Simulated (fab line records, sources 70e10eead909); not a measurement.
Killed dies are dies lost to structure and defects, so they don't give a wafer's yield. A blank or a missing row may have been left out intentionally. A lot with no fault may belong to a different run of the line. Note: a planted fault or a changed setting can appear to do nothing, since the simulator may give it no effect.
Chamber matching + flow nandHarc + NHARC_A_CONTACT_ETCH_92 on rieDiel-06 has 4 sister chambers
The step etches the open film in CH3F/O2, target depth 40 nm, time 85.7 s. 4 wafers are shown with their chamber, then 10 later ones without.

WAFERS, EACH WITH ITS CHAMBER
| wafer  | chamber | showerheadPlenumPTorr (Torr) |
|--------|---------|------------------------------|
| L969.1 | 0       | 2.64                         |
| L974.3 | 1       | 2.40                         |
| L980.1 | 3       | 2.32                         |
| L980.5 | 2       | 2.32                         |

WAFERS MISSING THEIR CHAMBER
| wafer  | showerheadPlenumPTorr (Torr) |
|--------|------------------------------|
| L980.6 | 2.32                         |
| L982.1 | 2.32                         |
| L982.2 | 2.39                         |
| L982.5 | 2.32                         |
| L988.2 | 2.63                         |
| L988.3 | 2.31                         |
| L988.6 | 2.31                         |
| L989.3 | 2.31                         |
| L989.5 | 2.31                         |
| L989.6 | 2.39                         |

EACH ONE'S CHAMBER
| wafer  | from the rows above     | in truth |
|--------|-------------------------|----------|
| L980.6 | can't be placed: 2 or 3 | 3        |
| L982.1 | can't be placed: 2 or 3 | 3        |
| L982.2 | 1                       | 1        |
| L982.5 | can't be placed: 2 or 3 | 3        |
| L988.2 | 0                       | 0        |
| L988.3 | can't be placed: 2 or 3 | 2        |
| L988.6 | can't be placed: 2 or 3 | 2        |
| L989.3 | can't be placed: 2 or 3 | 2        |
| L989.5 | can't be placed: 2 or 3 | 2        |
| L989.6 | 1                       | 1        |
3 of 10 placed correctly. Not placeable from these rows: 7 (in 7, the candidates include the true chamber). Wrongly placed: 0.
How it was worked out, from the rows above alone: a wafer's distance from a chamber is the root of the sum, over the readings, of the square of ((its reading less the chamber's mean) divided by the reading's scatter). If the next closest chamber is less than 2 further off than the closest, the wafer can't be placed; otherwise it belongs to the closest. A chamber's mean is the mean of its shown wafers. The scatter: with one shown wafer a chamber, the root of the mean of the squares of how far each hidden wafer lies from its nearest shown one.
